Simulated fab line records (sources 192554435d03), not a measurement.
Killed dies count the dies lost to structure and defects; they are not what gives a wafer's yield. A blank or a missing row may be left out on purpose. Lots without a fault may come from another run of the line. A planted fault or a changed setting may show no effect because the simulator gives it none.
Struck lot and sound lot, side by side || flow n5_finfet || 31 out of 1938 route steps
Sound: wafers L397.4, L397.5, L397.6. The struck wafers were L402.2, L402.3, L402.5. The cause comes at the end.
Each step with rows lists, per side, the tool, then ch with its chambers, then its first start. Under that, the readings that differ: sound wafers || struck wafers || difference of the means || sigmas: that difference in standard deviations of wafers without a fault.
alike: a reading whose means differ by less than 2 such deviations, as well as words and numbers matching on both sides. not compared: withheld readings; readings where some wafer has no value; bounds like >300 that might hide an equal value; numbers whose values overlap and for which the record gives no deviation.
Wherever a step has rows on one side only, a row that says differs or no value, or a row with sigmas, the two part there. When numbers do not overlap yet have no deviation, they are printed without sigmas and do not part them. A reading that every wafer of one side lacks parts them only if that side has two wafers or more.

first, 3 steps without rows for these wafers: N5_ILD0_FCVD_FILL_01 (material SiO2 flowable, target thk 200 nm, time 328.3 s); N5_ILD0_CURE_02 (time 1800 s); N5_ILD0_CMP_03 (polishes, stops on SiNx, t overpolish 1.9 s, target thk 197.38 nm).
N5_ILD0_THK_MEAS_04:
  sound on film_metro-01 at day 4 21:00; struck on film_metro-02 at day 6 03:50
  alike: thk_nm
N5_ILD0_CMP_07: polishes SiO2 flowable, stops on poly-Si, t overpolish 1.18 s, target thk 138.88 nm.
  sound on cmp-04 ch 0,1, day 4 21:01; struck on cmp-03 ch 1,2, day 6 03:52
  alike: motor_current_A
N5_ILD0_THK_MEAS_08:
  sound on film_metro-01 at day 4 21:19; struck on film_metro-01 at day 6 04:10
  alike: thk_nm
then, 2 steps without rows for these wafers: N5_ILD0_PRECLEAN_10 (cleans in NF3:NH3, afs cycles 5, time 20 s, sublimation time 60 s); N5_ILD0_ALD_15 (deposits SiNx, target thk 24 nm, pulse time 1 s, ald cycles 480).
N5_ILD0_CMP_12: polishes SiNx, stops on poly-Si, t overpolish 6 s, target thk 17.67 nm.
  sound on cmp-01 ch 0,1, day 5 00:19; struck on cmp-03 ch 0,1,3, day 6 07:20
  alike: motor_current_A, overpolish_run_s, time_to_endpoint_s
N5_ILD0_THK_MEAS_13:
  sound on film_metro-02 at day 5 00:34; struck on film_metro-02 at day 6 07:35
  alike: thk_nm
N5_ILD0_INSPECT_06: inspects for defects (darkfield).
  sound on defect_inspect-01 at day 5 00:36; struck on defect_inspect-01 at day 6 07:37
  alike: raw_defect_count
then, 1 step without rows for these wafers: N5_SDB_HM_DEP_00 (deposits SiNx from SiH4/NH3/N2, target thk 40 nm, time 35.3 s).
N5_SDB_COAT_03: time 60 s, resist thk 100 nm.
  sound on litho_track-01 ch 0, day 5 00:43; struck on litho_track-01 ch 0, day 6 07:44
{"reading": "spin_speed_rpm (rpm)", "sound": "1499.8 1499.1 1501.0", "struck": "1457.6 1458.5 1456.7", "difference": -42.4, "sigmas": -52}
{"reading": "model.SOC_of_SDB_COAT_03.thk_nm (nm)", "sound": "100 100.2 100.6", "struck": "101.6 101.6 101.8", "difference": "+1.4", "sigmas": ""}
then, 7 steps without rows for these wafers: N5_SDB_COAT_04 (time 60 s, resist thk 18 nm); N5_SDB_COAT_05 (resist thk 90 nm); N5_SDB_EBR_07; N5_SDB_SOFTBAKE_06 (time 60 s); N5_SDB_EXPOSE_08 (exposes mask SDB); N5_SDB_PEB_09 (peb time 60 s); N5_SDB_DEVELOP_10 (develop time 30 s).
N5_SDB_CD_MEAS_11 targets a cd of 50 nm.
  sound on cd_sem-03 ch 0, day 5 00:58; struck on cd_sem-01 ch 0, day 6 08:06
  alike: cd_nm
N5_SDB_OVL_MEAS_12:
  sound on overlay-01 ch 0, day 5 00:59; struck on overlay-01 ch 0, day 6 08:08
  alike: SDB_OVL
N5_SDB_INSPECT_13: inspects for defects (brightfield).
  sound on defect_inspect-01 at day 5 01:01; struck on defect_inspect-02 at day 6 08:09
  alike: raw_defect_count
N5_SDB_DESCUM_16: chemistry O2, time 7.9 s.
  sound on rie_diel-02 ch 0,1, day 5 01:11; struck on rie_diel-02 ch 0,2,3, day 6 08:11
  alike: drypump_motor_current_A, oes_product_au, rf_vpp_V, showerhead_plenum_p_Torr, throttle_valve_pct
  not compared: rf_hours_counter_h
N5_SDB_ETCH_17: etches SiARC in CF4, target depth 23.4 nm, time 39 s.
  sound on rie_diel-02 ch 0,1, day 5 01:14; struck on rie_diel-02 ch 0,2,3, day 6 08:13
  alike: drypump_motor_current_A, etch_rf_on_time_s, oes_product_au, rf_vpp_V, showerhead_plenum_p_Torr, throttle_valve_pct
  not compared: rf_hours_counter_h
N5_SDB_ETCH_18: etches SOC in N2/H2, target depth 100 nm, overetch 20 nm, time 150 s.
  sound on rie_diel-02 ch 0,1, day 5 01:16; struck on rie_diel-02 ch 0,2,3, day 6 08:16
{"reading": "model.etch.depth_nm (nm)", "sound": "100 100.1 100.5", "struck": "101.5 101.6 101.8", "difference": "+1.4", "sigmas": ""}
  alike: drypump_motor_current_A, oes_product_au, rf_vpp_V, showerhead_plenum_p_Torr, throttle_valve_pct
  not compared: rf_hours_counter_h
then, 1 step without rows for these wafers: N5_SDB_STRIP_19 (strips in N2/H2).
N5_SDB_STRIP_21: strips in CF4.
  sound on rie_diel-02 ch 0,1, day 5 01:24; struck on rie_diel-02 ch 0,2,3, day 6 08:24
  alike: drypump_motor_current_A, oes_product_au, rf_vpp_V, showerhead_plenum_p_Torr, throttle_valve_pct
  not compared: rf_hours_counter_h
N5_SDB_HM_OPEN_20: chemistry CH3F/O2, target SiNx, stops on poly-Si, target depth 24 nm.
  sound on rie_diel-02 ch 0,1, day 5 01:25; struck on rie_diel-02 ch 0,2,3, day 6 08:25
  alike: drypump_motor_current_A, oes_product_au, rf_vpp_V, showerhead_plenum_p_Torr, throttle_valve_pct
  not compared: rf_hours_counter_h, model.SOC_of_SDB_COAT_03.thk_nm
then, 1 step without rows for these wafers: N5_SDB_STRIP_22 (strips in N2/H2).
-- the record jumps here: 9 days lie between the struck wafers' starts before and after (it left off in module SDB and takes up again in module PASSIVATION, whose first step shown is number 1936 of the route) --
N5_PASSIVATION_PROBE_49:
  sound on prober-01 at day 13 01:39; struck on prober-01 at day 15 06:37
  alike: killed_at_M0_to_M3, killed_at_M4_up, killed_at_contacts, killed_at_front_end, killed_at_other, killed_dies, killed_on_rim, killed_open, killed_short

WHERE THEY PART
Only at N5_SDB_COAT_03, as far as this record shows. Later steps at which nothing parts them and some readings are alike: N5_SDB_CD_MEAS_11, N5_SDB_OVL_MEAS_12, N5_SDB_INSPECT_13, N5_SDB_DESCUM_16, N5_SDB_ETCH_17, N5_SDB_ETCH_18, N5_SDB_STRIP_21, N5_SDB_HM_OPEN_20, N5_PASSIVATION_PROBE_49.

WHY: whatever the simulator had introduced
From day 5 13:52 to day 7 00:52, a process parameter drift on litho_track-01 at N5_SDB_COAT_03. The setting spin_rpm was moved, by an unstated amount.
